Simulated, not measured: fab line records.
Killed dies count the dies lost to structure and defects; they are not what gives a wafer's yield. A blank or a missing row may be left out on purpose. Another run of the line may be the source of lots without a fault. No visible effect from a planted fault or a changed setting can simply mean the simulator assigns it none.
fab line records	flow nand-harc	part 1 of 2: steps 1 to 26 of 32
record: lots: 5	wafers: 15	last-day: 34
route steps=1302 shown A_ONON_D1@439 A_CHANNEL_HOLE_D1@450
lots with no fault: from the same line, run without faults
start-h: hours from the record's first day to the start of the lot's first wafer shown	wait-h: time in hours since the lot's previous step	" unchanged from the row above	L1.1+2: one row covering several wafers at once	- no value, or no start given	* or withheld: withheld	< > ~ a bound
route shown NAME@n: NAME is a module with steps in the file, n the number in the route of the first one	usual: mean/standard deviation taken from wafers without a fault	same: alike in all rows	chamber/n: place in a boat	sites: each site's reading	_std_site: how widely they spread, as a standard deviation	_edge_site: inner sites' mean taken away from outer sites' mean	radius-mm: how far each site lies from the wafer's centre	mask NAME#n: copy n	behind: tool/chamber where the wafer was last shaped	hold: cause of the lot's hold/its duration in hours/its outcome	device: which transistor (n, p or np) failed to switch	end of line: the tests these same wafers got at the end of their route	a step without rows: its recipe alone	killed: not the wafer's yield, but the dies lost to structure and defects at the first sort	map: the dies of a wafer, with x for killed, . for not killed, _ for no die there
set.NAME: setting as actually run; set.NAME@STEP: the setting as run at that earlier step	model.NAME: the simulator's own value behind a step, which no gauge read
a table for each step, a row for each wafer; lots at some steps of the route
services: the hour from which a tool's chamber was out of use, counted from the record's first day as start-h (under 0 if before that day), plus the number of hours and why
== steps ==
step: NHARC_A_ONON_D1_THK_MEAS_21
recipe: thk-meas-gauge: ellipsometry
usual: thk-nm: 997/9.4
lot.wafer	tool	chamber	start-h	wait-h	thk-nm
L078.2	film-metro-02	-	203.30	-	988
L078.4	"	-	"	"	986
L078.6	"	-	"	"	988
L079.1	film-metro-02	-	219.95	-	1002
L079.2	"	-	"	"	1004
L079.3	"	-	"	"	1001
L090.1	film-metro-01	-	340.60	-	1000
L090.2	"	-	"	"	998
L090.3	"	-	"	"	1000
L096.1	film-metro-01	-	392.39	-	998
L096.3	"	-	"	"	999
L096.6	"	-	"	"	1000
L097.3	film-metro-01	-	408.51	-	992
L097.4	"	-	"	"	992
L097.6	"	-	"	"	993
step: NHARC_A_ONON_D1_DEP_22
recipe: target-thk-a: 10000	n2-flow-sccm: 2750	n2o-flow-sccm: 2000	nh3-flow-sccm: 500	sih4-flow-sccm: 210	temp-c: 400
lot.wafer	tool	chamber	start-h	wait-h
L078.2+4+6	pecvd-onon-03	0	203.41	0.1
L079.1+2+3	pecvd-onon-04	0	220.00	0.1
L090.1+2+3	pecvd-onon-04	0	340.66	0.1
L096.1+3+6	pecvd-onon-01	0	392.45	0.1
L097.3+4+6	pecvd-onon-01	0	408.69	0.2
step: NHARC_A_ONON_D1_THK_MEAS_24
recipe: thk-meas-gauge: ellipsometry
usual: thk-nm: 1005/9.2
lot.wafer	tool	chamber	start-h	wait-h	thk-nm
L078.2	film-metro-01	-	203.86	-	999
L078.4	"	-	"	"	999
L078.6	"	-	"	"	999
L079.1	film-metro-02	-	220.51	-	1018
L079.2	"	-	"	"	1018
L079.3	"	-	"	"	1019
L090.1	film-metro-02	-	341.17	-	1002
L090.2	"	-	"	"	1000
L090.3	"	-	"	"	1002
L096.1	film-metro-01	-	392.95	-	999
L096.3	"	-	"	"	999
L096.6	"	-	"	"	1001
L097.3	film-metro-01	-	409.08	-	1018
L097.4	"	-	"	"	1017
L097.6	"	-	"	"	1017
step: NHARC_A_ONON_D1_DEP_25
recipe: target-thk-a: 10000	n2-flow-sccm: 2750	n2o-flow-sccm: 2000	nh3-flow-sccm: 500	sih4-flow-sccm: 210	temp-c: 400
lot.wafer	tool	chamber	start-h	wait-h
L078.2+4+6	pecvd-onon-04	0	203.98	0.1
L079.1+2+3	pecvd-onon-03	0	220.56	0.1
L090.1+2+3	pecvd-onon-01	0	341.22	0.1
L096.1+3+6	pecvd-onon-03	0	393.01	0.1
L097.3+4+6	pecvd-onon-01	0	409.25	0.2
step: NHARC_A_ONON_D1_THK_MEAS_27
recipe: thk-meas-gauge: ellipsometry
usual: thk-nm: 1001/9.9
lot.wafer	tool	chamber	start-h	wait-h	thk-nm
L078.2	film-metro-02	-	204.42	-	983
L078.4	"	-	"	"	982
L078.6	"	-	"	"	983
L079.1	film-metro-02	-	221.07	-	994
L079.2	"	-	"	"	992
L079.3	"	-	"	"	993
L090.1	film-metro-02	-	341.73	-	1006
L090.2	"	-	"	"	1005
L090.3	"	-	"	"	1005
L096.1	film-metro-01	-	393.52	-	1000
L096.3	"	-	"	"	1000
L096.6	"	-	"	"	997
L097.3	film-metro-01	-	409.64	-	996
L097.4	"	-	"	"	997
L097.6	"	-	"	"	998
step: NHARC_A_ONON_D1_DEP_28
recipe: target-thk-a: 10000	n2-flow-sccm: 2750	n2o-flow-sccm: 2000	nh3-flow-sccm: 500	sih4-flow-sccm: 210	temp-c: 400
lot.wafer	tool	chamber	start-h	wait-h
L078.2+4+6	pecvd-onon-01	0	204.54	0.1
L079.1+2+3	pecvd-onon-01	0	221.13	0.1
L090.1+2+3	pecvd-onon-03	0	341.79	0.1
L096.1+3+6	pecvd-onon-04	0	393.58	0.1
L097.3+4+6	pecvd-onon-04	0	409.82	0.2
step: NHARC_A_ONON_D1_THK_MEAS_30
recipe: thk-meas-gauge: ellipsometry
usual: thk-nm: 997/9.6
lot.wafer	tool	chamber	start-h	wait-h	thk-nm
L078.2	film-metro-01	-	205.02	-	977
L078.4	"	-	"	"	977
L078.6	"	-	"	"	978
L079.1	film-metro-02	-	221.64	-	998
L079.2	"	-	"	"	997
L079.3	"	-	"	"	996
L090.1	film-metro-02	-	342.30	-	997
L090.2	"	-	"	"	996
L090.3	"	-	"	"	998
L096.1	film-metro-02	-	394.09	-	989
L096.3	"	-	"	"	991
L096.6	"	-	"	"	990
L097.3	film-metro-02	-	410.22	-	1005
L097.4	"	-	"	"	1006
L097.6	"	-	"	"	1004
step: NHARC_A_ONON_D1_DEP_33
recipe: target-thk-a: 2000	temp-c: 400	pressure-torr: 6.5	rf-w: 900	teos-flow-sccm: 161.4	flow-sccm: 2650	target-thk-nm: 200	gas: O2	material: SiO2
usual: heater-power-w: 536/100	showerhead-vpp-V: 1866/79	throttle-valve-pct: 15.8/0.46
lot.wafer	tool	chamber	start-h	wait-h	heater-power-w	showerhead-vpp-V	throttle-valve-pct
L078.2	pecvd-01	0	205.07	0.1	613	2039	15.8
L078.6	"	1	"	"	384	1869	15.5
L078.4	"	2	"	"	537	1897	14.9
L079.2	pecvd-03	2	221.70	0.1	666	1735	16.7
L079.3	"	0	"	"	518	1762	15.5
L079.1	"	1	"	"	398	1897	16.0
L090.1	pecvd-03	0	342.35	0.1	447	1726	15.8
L090.3	"	1	"	"	347	1864	16.2
L090.2	"	2	"	"	640	1786	16.6
L096.3	pecvd-01	2	394.14	0.1	611	1871	15.5
L096.1	"	1	"	"	433	1891	15.1
L096.6	"	0	"	"	647	2010	15.6
L097.3	pecvd-03	2	410.27	0.1	543	1777	16.3
L097.4	"	2	"	"	543	1783	16.1
L097.6	"	0	"	"	594	1736	15.2
step: NHARC_A_ONON_D1_THK_MEAS_34
recipe: thk-meas-gauge: ellipsometry
usual: thk-nm: 200/3
lot.wafer	tool	chamber	start-h	wait-h	thk-nm
L078.2	film-metro-01	-	205.50	-	199
L078.4	"	-	"	"	201
L078.6	"	-	"	"	200
L079.1	film-metro-02	-	222.11	-	195
L079.2	"	-	"	"	198
L079.3	"	-	"	"	194
L090.1	film-metro-01	-	342.77	-	200
L090.2	"	-	"	"	200
L090.3	"	-	"	"	196
L096.1	film-metro-02	-	394.56	-	196
L096.3	"	-	"	"	200
L096.6	"	-	"	"	201
L097.3	film-metro-01	-	410.69	-	196
L097.4	"	-	"	"	202
L097.6	"	-	"	"	200
step: NHARC_A_ONON_D1_INSPECT_32
usual: raw-defect-count: 76/27
lot.wafer	tool	chamber	start-h	wait-h	raw-defect-count
L078.2	defect-inspect-02	-	205.58	0.0	61
L078.4	"	-	"	"	38
L078.6	"	-	"	"	52
L079.1	defect-inspect-01	-	222.18	0.0	50
L079.2	"	-	"	"	61
L079.3	"	-	"	"	61
L090.1	defect-inspect-01	-	342.83	0.0	40
L090.2	"	-	"	"	73
L090.3	"	-	"	"	33
L096.1	defect-inspect-02	-	394.65	0.0	91
L096.3	"	-	"	"	77
L096.6	"	-	"	"	94
L097.3	defect-inspect-01	-	410.77	0.0	95
L097.4	"	-	"	"	71
L097.6	"	-	"	"	57
step: NHARC_A_CHANNEL_HOLE_D1_DEP_00
recipe: target-thk-a: 31000	temp-c: 400	material: aC
usual: throttle-valve-pct: 35.000/0.0096
lot.wafer	tool	chamber	start-h	wait-h	throttle-valve-pct
L078.2	acl-dep-02	0	205.97	0.4	35.001
L078.4	"	0	"	"	35.005
L078.6	"	0	"	"	34.994
L079.1	acl-dep-01	0	222.24	0.1	34.999
L079.2	"	0	"	"	35.005
L079.3	"	0	"	"	35.003
L090.1	acl-dep-01	0	342.99	0.2	35.008
L090.2	"	0	"	"	34.996
L090.3	"	0	"	"	35.012
L096.1	acl-dep-03	0	394.71	0.1	34.999
L096.3	"	0	"	"	34.992
L096.6	"	0	"	"	35.014
L097.3	acl-dep-03	0	412.62	1.8	35.007
L097.4	"	0	"	"	35.008
L097.6	"	0	"	"	35.006
step: NHARC_A_CHANNEL_HOLE_D1_DEP_01
recipe: target-thk-a: 1400	target-thk-nm: 140	temp-c: 400	pressure-torr: 3.5	flow-sccm: 200	rf-w: 350	material: SiON
usual: heater-power-w: 728/95	showerhead-vpp-V: 1166/36
lot.wafer	tool	chamber	start-h	wait-h	heater-power-w	showerhead-vpp-V
L078.2	pecvd-02	1	207.64	1.4	777	1127
L078.4	"	2	"	"	676	1154
L078.6	"	0	"	"	684	1148
L079.1	pecvd-04	1	224.18	1.6	593	1187
L079.2	"	2	"	"	847	1127
L079.3	"	2	"	"	856	1159
L090.1	pecvd-02	0	344.92	1.6	716	1115
L090.3	"	1	"	"	698	1148
L090.2	"	2	"	"	648	1135
L096.1	pecvd-04	0	396.61	1.6	735	1153
L096.3	"	1	"	"	667	1185
L096.6	"	2	"	"	811	1122
L097.3	pecvd-01	2	413.91	1.0	769	1185
L097.4	"	0	"	"	931	1241
L097.6	"	1	"	"	551	1183
step: NHARC_A_CHANNEL_HOLE_D1_DEHYDRATE_02
recipe: temp-c: 150	time-s: 120
usual: exhaust-pa: 45.1/0.93
lot.wafer	tool	chamber	start-h	wait-h	exhaust-pa
L078.2	litho-track-06	0	207.86	0.2	46.6
L078.4	"	0	"	"	44.8
L078.6	"	0	"	"	46.0
L079.1	litho-track-06	0	224.54	0.3	44.9
L079.2	"	0	"	"	43.6
L079.3	"	0	"	"	44.5
L090.1	litho-track-04	0	345.19	0.2	43.8
L090.2	"	0	"	"	45.2
L090.3	"	0	"	"	44.7
L096.1	litho-track-06	0	396.87	0.2	44.3
L096.3	"	0	"	"	45.8
L096.6	"	0	"	"	44.3
L097.3	litho-track-06	0	414.18	0.2	44.8
L097.4	"	0	"	"	45.3
L097.6	"	0	"	"	45.7
step: NHARC_A_CHANNEL_HOLE_D1_HMDS_03
recipe: time-s: 30
usual: exhaust-pa: 45.0/1
lot.wafer	tool	chamber	start-h	wait-h	exhaust-pa
L078.2	litho-track-06	0	-	-	46.5
L078.4	"	0	"	"	46.8
L078.6	"	0	"	"	45.1
L079.1	litho-track-06	0	-	-	43.5
L079.2	"	0	"	"	43.8
L079.3	"	0	"	"	43.2
L090.1	litho-track-04	0	-	-	44.9
L090.2	"	0	"	"	46.2
L090.3	"	0	"	"	46.2
L096.1	litho-track-06	0	-	-	46.3
L096.3	"	0	"	"	42.7
L096.6	"	0	"	"	44.7
L097.3	litho-track-06	0	-	-	43.7
L097.4	"	0	"	"	43.7
L097.6	"	0	"	"	43.7
step: NHARC_A_CHANNEL_HOLE_D1_COAT_36
recipe: temp-c: 260	time-s: 75
usual: exhaust-pa: 44.9/0.9
lot.wafer	tool	chamber	start-h	wait-h	exhaust-pa
L078.2	litho-track-06	0	-	-	45.3
L078.4	"	0	"	"	46.7
L078.6	"	0	"	"	44.9
L079.1	litho-track-06	0	-	-	45.9
L079.2	"	0	"	"	45.5
L079.3	"	0	"	"	44.8
L090.1	litho-track-04	0	-	-	45.1
L090.2	"	0	"	"	45.2
L090.3	"	0	"	"	45.9
L096.1	litho-track-06	0	-	-	45.1
L096.3	"	0	"	"	44.6
L096.6	"	0	"	"	44.9
L097.3	litho-track-06	0	-	-	44.2
L097.4	"	0	"	"	46.3
L097.6	"	0	"	"	44.6
step: NHARC_A_CHANNEL_HOLE_D1_COAT_37
recipe: temp-c: 225	time-s: 65
usual: exhaust-pa: 44.8/0.94
lot.wafer	tool	chamber	start-h	wait-h	exhaust-pa
L078.2	litho-track-06	0	-	-	44.2
L078.4	"	0	"	"	44.7
L078.6	"	0	"	"	44.6
L079.1	litho-track-06	0	-	-	44.7
L079.2	"	0	"	"	45.5
L079.3	"	0	"	"	46.0
L090.1	litho-track-04	0	-	-	45.2
L090.2	"	0	"	"	44.1
L090.3	"	0	"	"	45.1
L096.1	litho-track-06	0	-	-	44.6
L096.3	"	0	"	"	45.0
L096.6	"	0	"	"	44.9
L097.3	litho-track-06	0	-	-	46.4
L097.4	"	0	"	"	45.3
L097.6	"	0	"	"	45.2
step: NHARC_A_CHANNEL_HOLE_D1_COAT_04
recipe: spin-rpm: 1500	resist-thk-nm: 90
usual: exhaust-pa: 45.0/0.91
lot.wafer	tool	chamber	start-h	wait-h	exhaust-pa
L078.2	litho-track-06	0	-	-	45.8
L078.4	"	0	"	"	44.4
L078.6	"	0	"	"	43.9
L079.1	litho-track-06	0	-	-	44.6
L079.2	"	0	"	"	43.2
L079.3	"	0	"	"	44.7
L090.1	litho-track-04	0	-	-	44.6
L090.2	"	0	"	"	45.6
L090.3	"	0	"	"	44.2
L096.1	litho-track-06	0	-	-	44.9
L096.3	"	0	"	"	43.1
L096.6	"	0	"	"	43.9
L097.3	litho-track-06	0	-	-	45.4
L097.4	"	0	"	"	44.1
L097.6	"	0	"	"	45.1
step: NHARC_A_CHANNEL_HOLE_D1_SOFTBAKE_05
recipe: temp-c: 105	time-s: 55
usual: exhaust-pa: 44.8/0.92
lot.wafer	tool	chamber	start-h	wait-h	exhaust-pa
L078.2	litho-track-06	0	-	-	43.9
L078.4	"	0	"	"	45.8
L078.6	"	0	"	"	45.2
L079.1	litho-track-06	0	-	-	46.1
L079.2	"	0	"	"	45.8
L079.3	"	0	"	"	46.0
L090.1	litho-track-04	0	-	-	44.2
L090.2	"	0	"	"	42.8
L090.3	"	0	"	"	44.3
L096.1	litho-track-06	0	-	-	45.4
L096.3	"	0	"	"	45.6
L096.6	"	0	"	"	46.5
L097.3	litho-track-06	0	-	-	46.4
L097.4	"	0	"	"	45.1
L097.6	"	0	"	"	44.9
step: NHARC_A_CHANNEL_HOLE_D1_EBR_06
usual: exhaust-pa: 44.9/0.91
lot.wafer	tool	chamber	start-h	wait-h	exhaust-pa
L078.2	litho-track-06	0	-	-	46.5
L078.4	"	0	"	"	46.1
L078.6	"	0	"	"	46.4
L079.1	litho-track-06	0	-	-	45.5
L079.2	"	0	"	"	44.0
L079.3	"	0	"	"	45.8
L090.1	litho-track-04	0	-	-	45.1
L090.2	"	0	"	"	45.4
L090.3	"	0	"	"	45.2
L096.1	litho-track-06	0	-	-	45.5
L096.3	"	0	"	"	45.9
L096.6	"	0	"	"	44.7
L097.3	litho-track-06	0	-	-	44.7
L097.4	"	0	"	"	45.5
L097.6	"	0	"	"	44.7
step: NHARC_A_CHANNEL_HOLE_D1_EXPOSE_07
recipe: na: 1.35	target-cd-nm: 100	sigma-outer: 0.3	dose-mj: 59.65	mask-id: HOLE_D1
lot.wafer	tool	chamber	start-h	wait-h	mask
L078.2+4+6	arfi-scanner-01	0	208.24	-	HOLE_D1#0
L079.1+2+3	arfi-scanner-01	0	224.72	-	HOLE_D1#0
L090.1+2+3	arfi-scanner-02	0	345.37	-	HOLE_D1#0
L096.1+3+6	arfi-scanner-01	0	397.06	-	HOLE_D1#0
L097.3+4+6	arfi-scanner-01	0	414.38	-	HOLE_D1#0
step: NHARC_A_CHANNEL_HOLE_D1_PEB_08
recipe: peb-temp-c: 100	peb-time-s: 65
usual: exhaust-pa: 44.7/0.84
lot.wafer	tool	chamber	start-h	wait-h	exhaust-pa
L078.2	litho-track-06	0	208.30	0.1	45.1
L078.4	"	0	"	"	43.8
L078.6	"	0	"	"	43.9
L079.1	litho-track-01	0	224.78	0.1	45.3
L079.2	"	0	"	"	45.3
L079.3	"	0	"	"	43.6
L090.1	litho-track-01	0	345.43	0.1	44.6
L090.2	"	0	"	"	46.5
L090.3	"	0	"	"	44.1
L096.1	litho-track-01	0	397.12	0.1	44.8
L096.3	"	0	"	"	46.0
L096.6	"	0	"	"	44.3
L097.3	litho-track-06	0	414.43	0.0	45.7
L097.4	"	0	"	"	44.8
L097.6	"	0	"	"	44.8
step: NHARC_A_CHANNEL_HOLE_D1_DEVELOP_09
recipe: develop-time-s: 35	dev-temp-c: 23
usual: exhaust-pa: 45.0/0.88
same: develop-time-s: 35
lot.wafer	tool	chamber	start-h	wait-h	exhaust-pa
L078.2	litho-track-06	0	-	-	46.2
L078.4	"	0	"	"	45.8
L078.6	"	0	"	"	44.8
L079.1	litho-track-01	0	-	-	45.4
L079.2	"	0	"	"	46.0
L079.3	"	0	"	"	45.4
L090.1	litho-track-01	0	-	-	45.8
L090.2	"	0	"	"	45.4
L090.3	"	0	"	"	46.3
L096.1	litho-track-01	0	-	-	45.2
L096.3	"	0	"	"	46.1
L096.6	"	0	"	"	44.8
L097.3	litho-track-06	0	-	-	44.9
L097.4	"	0	"	"	44.2
L097.6	"	0	"	"	44.8
step: NHARC_A_CHANNEL_HOLE_D1_CD_MEAS_10
recipe: target-cd-nm: 100	landing-energy-ev: 500
usual: cd-nm: 100.2/0.48
lot.wafer	tool	chamber	start-h	wait-h	cd-nm
L078.2	cd-sem-03	0	208.38	-	100.2
L078.4	"	0	"	"	100.7
L078.6	"	0	"	"	100.4
L079.1	cd-sem-02	0	224.86	-	99.7
L079.2	"	0	"	"	99.8
L079.3	"	0	"	"	99.7
L090.1	cd-sem-03	0	345.51	-	101.0
L090.2	"	0	"	"	101.1
L090.3	"	0	"	"	100.9
L096.1	cd-sem-02	0	397.20	-	99.8
L096.3	"	0	"	"	100.2
L096.6	"	0	"	"	99.7
L097.3	cd-sem-02	0	414.51	-	100.1
L097.4	"	0	"	"	100.3
L097.6	"	0	"	"	99.8
step: NHARC_A_CHANNEL_HOLE_D1_OVL_MEAS_11
usual: overlay-x-nm: -0.2/0.91	overlay-y-nm: 0.0/0.9
lot.wafer	tool	chamber	start-h	wait-h	overlay-x-nm	overlay-y-nm
L078.2	overlay-02	-	208.47	-	0.0	0.7
L078.4	"	-	"	"	-0.8	1.0
L078.6	"	-	"	"	0.4	0.3
L079.1	overlay-01	-	224.95	-	0.4	-1.7
L079.2	"	-	"	"	0.4	-1.1
L079.3	"	-	"	"	0.7	-1.6
L090.1	overlay-02	-	345.60	-	-1.0	0.7
L090.2	"	-	"	"	-0.8	0.7
L090.3	"	-	"	"	-0.8	0.8
L096.1	overlay-01	-	397.29	-	0.1	1.2
L096.3	"	-	"	"	0.1	1.1
L096.6	"	-	"	"	0.2	1.0
L097.3	overlay-02	-	414.60	-	0.1	-0.9
L097.4	"	-	"	"	0.8	-0.3
L097.6	"	-	"	"	-0.4	-0.6
step: NHARC_A_CHANNEL_HOLE_D1_INSPECT_12
usual: raw-defect-count: 6/3.2
lot.wafer	tool	chamber	start-h	wait-h	raw-defect-count
L078.2	defect-inspect-01	-	208.50	0.0	3
L078.4	"	-	"	"	4
L078.6	"	-	"	"	3
L079.1	defect-inspect-01	-	224.98	0.0	2
L079.2	"	-	"	"	4
L079.3	"	-	"	"	3
L090.1	defect-inspect-02	-	345.64	0.0	1
L090.2	"	-	"	"	7
L090.3	"	-	"	"	3
L096.1	defect-inspect-01	-	397.32	0.0	6
L096.3	"	-	"	"	3
L096.6	"	-	"	"	6
L097.3	defect-inspect-02	-	414.63	0.0	17
L097.4	"	-	"	"	4
L097.6	"	-	"	"	5
step: NHARC_A_CHANNEL_HOLE_D1_DESCUM_15
recipe: time-s: 3	o2-flow-sccm: 200	ar-flow-sccm: 0	bias-power-w: 0	chemistry: O2
usual: drypump-motor-current-A: 5.8/0.31	oes-product-au: 0.998/0.0089	rf-vpp-V: 57.8/0.89	showerhead-plenum-p-Torr: 1.91/0.064	throttle-valve-pct: 11.311/0.0098
lot.wafer	tool	chamber	start-h	wait-h	drypump-motor-current-A	oes-product-au	rf-hours-counter-h	rf-vpp-V	showerhead-plenum-p-Torr	throttle-valve-pct
L078.2	rie-diel-13	1	208.59	0.1	5.6	1.008	4	56.6	1.84	11.311
L078.4	"	2	"	"	5.8	0.989	-	58.1	1.98	11.313
L078.6	"	3	"	"	5.6	0.980	-	58.8	1.89	11.305
L079.3	rie-diel-05	1	225.05	0.1	6.2	0.985	52	58.7	2.01	11.304
L079.1	"	2	"	"	5.8	1.007	51	58.7	1.87	11.300
L079.2	"	0	"	"	6.7	1.012	54	57.8	1.79	11.327
L090.1	rie-diel-05	1	345.70	0.1	6.2	0.998	28	58.5	2.00	11.303
L090.3	"	3	"	"	5.2	0.987	22	57.2	1.93	11.313
L090.2	"	0	"	"	6.7	1.006	24	58.2	1.78	11.324
L096.1	rie-diel-05	1	397.38	0.1	6.2	0.992	49	58.9	1.99	11.321
L096.3	"	3	"	"	5.2	0.986	40	56.8	1.93	11.307
L096.6	"	1	"	"	6.2	0.989	-	56.9	1.99	11.323
L097.3	rie-diel-13	3	414.70	0.1	5.7	0.982	4	57.4	1.89	11.302
L097.4	"	0	"	"	5.9	0.993	5	57.5	1.96	11.328
L097.6	"	3	"	"	5.7	0.976	-	58.8	1.89	11.324
